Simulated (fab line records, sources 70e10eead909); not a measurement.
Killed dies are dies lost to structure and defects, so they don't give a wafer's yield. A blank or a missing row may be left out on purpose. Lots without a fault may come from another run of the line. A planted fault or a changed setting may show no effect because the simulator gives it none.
Which tool did it? | flow nand_harc | 24 lots, 72 wafers sampled, at 5 steps of a route of 1302

WHAT THE GAUGES READ, wafer by wafer
NHARC_A_ONON_D2_THK_MEAS_14: measures by ellipsometry.
lot  | measured     | on            | thk_nm (nm)
L074 | day 11 22:55 | film_metro-02 | 998 1000 998
L075 | day 12 17:26 | film_metro-01 | 987 987 988
L076 | day 13 07:22 | film_metro-01 | 991 992 990
L077 | day 13 12:34 | film_metro-02 | 999 996 996
L078 | day 14 00:59 | film_metro-02 | 1001 1000 1003
L079 | day 14 16:13 | film_metro-01 | 994 992 991
L080 | day 15 05:19 | film_metro-01 | 975 977 978
L081 | day 15 14:52 | film_metro-02 | 1003 1003 1002
L082 | day 15 14:54 | film_metro-01 | 992 992 994
L083 | day 16 13:26 | film_metro-02 | 988 987 988
L085 | day 16 23:52 | film_metro-01 | 995 996 995
L084 | day 16 23:45 | film_metro-01 | 997 998 999
L086 | day 17 16:22 | film_metro-01 | 1006 1005 1004
L087 | day 18 11:30 | film_metro-01 | 991 992 991
L088 | day 18 11:43 | film_metro-02 | 1015 1016 1012
L089 | day 18 23:09 | film_metro-01 | 990 990 991
L090 | day 18 22:57 | film_metro-01 | 991 993 992
L091 | day 19 14:16 | film_metro-02 | 1005 1007 1008
L093 | day 20 02:58 | film_metro-02 | 999 999 1001
L092 | day 20 03:11 | film_metro-01 | 1013 1015 1012
L094 | day 20 14:05 | film_metro-01 | 999 999 998
L095 | day 20 21:02 | film_metro-01 | 1001 1002 1002
L096 | day 21 21:04 | film_metro-02 | 996 999 997
L097 | day 21 21:11 | film_metro-02 | 1000 1000 1000

NHARC_A_ONON_D2_THK_MEAS_27: measures by ellipsometry.
lot  | measured     | on            | thk_nm (nm)
L074 | day 12 09:34 | film_metro-02 | 1000 1004 1003
L075 | day 13 03:20 | film_metro-02 | 998 997 996
L076 | day 13 16:44 | film_metro-01 | 1000 999 1001
L077 | day 13 22:40 | film_metro-01 | 1003 1004 1004
L078 | day 14 11:48 | film_metro-01 | 1002 1003 1003
L079 | day 15 02:09 | film_metro-02 | 1001 1001 999
L080 | day 15 14:26 | film_metro-01 | 1010 1009 1010
L081 | day 15 23:52 | film_metro-01 | 1004 1004 1003
L082 | day 15 23:54 | film_metro-02 | 987 986 986
L083 | day 17 02:21 | film_metro-01 | 992 993 993
L085 | day 17 10:05 | film_metro-02 | 999 999 998
L084 | day 17 10:05 | film_metro-01 | 1002 1003 1003
L086 | day 18 02:01 | film_metro-01 | 995 994 994
L087 | day 18 20:33 | film_metro-02 | 1012 1010 1009
L088 | day 18 20:33 | film_metro-01 | 1014 1013 1013
L089 | day 19 08:28 | film_metro-02 | 1008 1010 1009
L090 | day 19 08:28 | film_metro-02 | 1006 1008 1005
L091 | day 20 00:01 | film_metro-02 | 998 997 996
L093 | day 20 12:03 | film_metro-02 | 991 991 993
L092 | day 20 12:02 | film_metro-01 | 978 975 975
L094 | day 20 23:09 | film_metro-01 | 1001 1000 998
L095 | day 21 06:29 | film_metro-01 | 999 998 998
L096 | day 22 06:10 | film_metro-01 | 993 993 996
L097 | day 22 06:10 | film_metro-02 | 1006 1005 1005

NHARC_A_ONON_D2_THK_MEAS_34: measures by ellipsometry.
lot  | measured     | on            | thk_nm (nm)
L074 | day 12 10:44 | film_metro-02 | 199.4 197.3 205.9
L075 | day 13 04:22 | film_metro-01 | 199.0 205.8 200.4
L076 | day 13 17:50 | film_metro-01 | 199.7 200.6 200.7
L077 | day 13 23:41 | film_metro-02 | 196.0 197.7 201.4
L078 | day 14 12:51 | film_metro-01 | 198.4 197.9 201.0
L079 | day 15 03:11 | film_metro-02 | 194.8 199.8 197.5
L080 | day 15 15:28 | film_metro-02 | 192.1 197.5 205.4
L081 | day 16 00:55 | film_metro-02 | 197.5 199.8 204.5
L082 | day 16 00:56 | film_metro-01 | 201.3 204.5 205.7
L083 | day 17 03:25 | film_metro-01 | 194.7 201.0 202.7
L085 | day 17 11:07 | film_metro-02 | 199.0 196.4 198.7
L084 | day 17 11:07 | film_metro-01 | 197.4 196.5 201.6
L086 | day 18 03:03 | film_metro-02 | 199.1 202.1 203.2
L087 | day 18 21:35 | film_metro-02 | 200.0 195.4 201.3
L088 | day 18 21:35 | film_metro-01 | 196.5 200.4 201.7
L089 | day 19 09:30 | film_metro-02 | 199.9 197.5 201.3
L090 | day 19 09:30 | film_metro-01 | 198.3 196.1 203.6
L091 | day 20 01:03 | film_metro-01 | 195.0 202.0 199.8
L093 | day 20 13:05 | film_metro-02 | 196.4 194.9 199.9
L092 | day 20 13:05 | film_metro-01 | 200.6 198.1 196.1
L094 | day 21 00:11 | film_metro-02 | 196.6 198.1 203.6
L095 | day 21 07:31 | film_metro-01 | 196.6 197.2 195.9
L096 | day 22 07:12 | film_metro-02 | 201.0 200.2 203.7
L097 | day 22 07:30 | film_metro-02 | 194.1 198.0 203.4

WHICH TOOL RAN EACH LOT (tool, then ch and the chambers of the sampled wafers, then the start)
lot  | NHARC_A_CHANNEL_FILL_D1_ALD_25   | NHARC_A_DECK1_JOINT_ETCHBACK_07
L074 | ald_hk-01 ch 0,2,3, day 9 21:49  | rie_si-02 ch 1,2,3, day 10 09:50
L075 | ald_hk-04 ch 1,2, day 10 15:40   | rie_si-02 ch 1,2,3, day 11 02:53
L076 | ald_hk-03 ch 1,3, day 11 06:02   | rie_si-01 ch 0,3, day 11 17:13
L077 | ald_hk-01 ch 0,1,2, day 11 14:23 | rie_si-02 ch 1,2,3, day 12 01:36
L078 | ald_hk-03 ch 0,2,3, day 12 01:16 | rie_si-05 ch 1,2,3, day 12 13:08
L079 | ald_hk-03 ch 0,1,2, day 12 14:05 | rie_si-01 ch 0,1,3, day 13 00:07
L080 | ald_hk-01 ch 1,3, day 12 20:25   | rie_si-02 ch 2,3, day 13 09:08
L081 | ald_hk-04 ch 1,3, day 13 14:28   | rie_si-01 ch 1,3, day 14 01:36
L082 | ald_hk-03 ch 0,2,3, day 13 15:04 | rie_si-02 ch 0,3, day 14 01:37
L083 | ald_hk-01 ch 1,2,3, day 14 12:26 | rie_si-02 ch 1,2, day 14 23:35
L085 | ald_hk-03 ch 0,1,3, day 14 22:21 | rie_si-05 ch 0,2,3, day 15 10:07
L084 | ald_hk-04 ch 1,2,3, day 14 23:35 | rie_si-02 ch 2,3, day 15 10:07
L086 | ald_hk-01 ch 0,2,3, day 15 12:43 | rie_si-05 ch 0,2,3, day 15 23:53
L087 | ald_hk-04 ch 0,1, day 16 08:30   | rie_si-02 ch 1,2,3, day 16 20:28
L088 | ald_hk-01 ch 0,1,2, day 16 10:31 | rie_si-01 ch 1,2,3, day 16 20:30
L089 | ald_hk-01 ch 1,3, day 16 19:00   | rie_si-05 ch 1,3, day 17 06:45
L090 | ald_hk-03 ch 0,2,3, day 16 19:37 | rie_si-01 ch 1,2,3, day 17 06:44
L091 | ald_hk-01 ch 1,2,3, day 17 10:32 | rie_si-05 ch 0,1,2, day 17 21:49
L093 | ald_hk-03 ch 0,1,2, day 17 21:41 | rie_si-05 ch 0,2,3, day 18 09:27
L092 | ald_hk-04 ch 0,1,2, day 17 21:42 | rie_si-01 ch 0,1,2, day 18 09:30
L094 | ald_hk-01 ch 0,1,2, day 18 12:41 | rie_si-02 ch 1,2,3, day 19 00:46
L095 | ald_hk-03 ch 2,3, day 18 21:59   | rie_si-02 ch 0,3, day 19 09:46
L096 | ald_hk-03 ch 2,3, day 19 14:27   | rie_si-05 ch 1,2, day 20 02:19
L097 | ald_hk-01 ch 0,2,3, day 19 19:39 | rie_si-01 ch 2,3, day 20 06:13
- NHARC_A_CHANNEL_FILL_D1_ALD_25: deposits SiOx, target thk 60 nm, pulse time 10 s, ald cycles 600.
- NHARC_A_DECK1_JOINT_ETCHBACK_07: etches the open film in HBr, target depth 105 nm, time 26.9 s.

WHAT THE TOOLS THEMSELVES READ (means of the sampled wafers that have a number; where no wafer has one, the mark that the record gives instead)
NHARC_A_CHANNEL_FILL_D1_ALD_25.
lot  | tool      | heater_power_w (W) | precursor_pulse_height_rel
L074 | ald_hk-01 | 439                | 0.995
L075 | ald_hk-04 | 508                | 1.013
L076 | ald_hk-03 | 536                | 0.995
L077 | ald_hk-01 | 430                | 0.992
L078 | ald_hk-03 | 485                | 1.021
L079 | ald_hk-03 | 515                | 1.005
L080 | ald_hk-01 | 467                | 0.998
L081 | ald_hk-04 | 464                | 0.992
L082 | ald_hk-03 | 492                | 1.004
L083 | ald_hk-01 | 457                | 0.990
L085 | ald_hk-03 | 519                | 1.000
L084 | ald_hk-04 | 478                | 1.001
L086 | ald_hk-01 | 432                | 1.002
L087 | ald_hk-04 | 494                | 1.004
L088 | ald_hk-01 | 426                | 0.994
L089 | ald_hk-01 | 465                | 0.990
L090 | ald_hk-03 | 482                | 1.008
L091 | ald_hk-01 | 459                | 0.981
L093 | ald_hk-03 | 525                | 1.002
L092 | ald_hk-04 | 485                | 1.005
L094 | ald_hk-01 | 435                | 1.006
L095 | ald_hk-03 | 472                | 0.994
L096 | ald_hk-03 | 483                | 0.988
L097 | ald_hk-01 | 433                | 0.998

NHARC_A_DECK1_JOINT_ETCHBACK_07.
lot  | tool      | chamber_pressure_mTorr (mTorr) | drypump_motor_current_A (A) | oes_product_au (a.u.) | throttle_valve_pct (%)
L074 | rie_si-02 | 14.995                         | 6.0                         | 1.002                 | 23.260
L075 | rie_si-02 | 15.009                         | 5.9                         | 0.995                 | 23.267
L076 | rie_si-01 | 14.999                         | 6.2                         | 1.017                 | 23.271
L077 | rie_si-02 | 14.990                         | 6.0                         | 1.004                 | 23.272
L078 | rie_si-05 | 15.000                         | 5.8                         | 0.994                 | 23.262
L079 | rie_si-01 | 15.009                         | 6.0                         | 1.012                 | 23.265
L080 | rie_si-02 | 15.011                         | 6.1                         | 1.002                 | 23.263
L081 | rie_si-01 | 15.004                         | 5.9                         | 1.011                 | 23.258
L082 | rie_si-02 | 15.002                         | 5.4                         | 1.003                 | 23.267
L083 | rie_si-02 | 14.992                         | 6.2                         | 1.010                 | 23.265
L085 | rie_si-05 | 14.991                         | 6.1                         | 1.001                 | 23.273
L084 | rie_si-02 | 15.003                         | 6.2                         | 1.003                 | 23.260
L086 | rie_si-05 | 14.986                         | 6.1                         | 0.992                 | 23.265
L087 | rie_si-02 | 14.988                         | 5.9                         | 1.005                 | 23.267
L088 | rie_si-01 | 15.004                         | 5.6                         | 1.003                 | 23.274
L089 | rie_si-05 | 14.991                         | 5.9                         | 1.008                 | 23.268
L090 | rie_si-01 | 15.004                         | 5.6                         | 1.005                 | 23.262
L091 | rie_si-05 | 14.997                         | 6.1                         | 1.004                 | 23.265
L093 | rie_si-05 | 14.989                         | 6.1                         | 1.000                 | 23.260
L092 | rie_si-01 | 15.005                         | 5.6                         | 1.012                 | 23.264
L094 | rie_si-02 | 15.009                         | 6.0                         | 0.994                 | 23.272
L095 | rie_si-02 | 15.008                         | 5.4                         | 1.007                 | 23.270
L096 | rie_si-05 | 15.014                         | 5.8                         | 0.994                 | 23.268
L097 | rie_si-01 | 14.985                         | 5.4                         | 1.004                 | 23.264

THE ANSWER, worked out from the rows above alone
Rule: what is usual is taken from the lots themselves. Put in order of their means at a reading, lots are off if they are a third of the lots or fewer, leave a main group of 4 or more, and stand apart from it by a gap of 3 or more times the standard deviation of the main group's means; of several such gaps the widest counts. A main group whose means are all the same, to the digits that the tables above print for the reading, isn't used. A lot without any number at a reading at which 4 lots or more have one is off too. The other lots that the step has rows for count as sound. The gauges are gone through in route order, then the tools' own readings, and for those a lot's mean is taken as printed above. The first step at which some lot is off is used, and at that step the reading that is off furthest; a lot without a number counts as furthest.
No lot is off at any reading shown: from this, nothing can be told.

WHAT THE SIMULATOR HAD PUT IN
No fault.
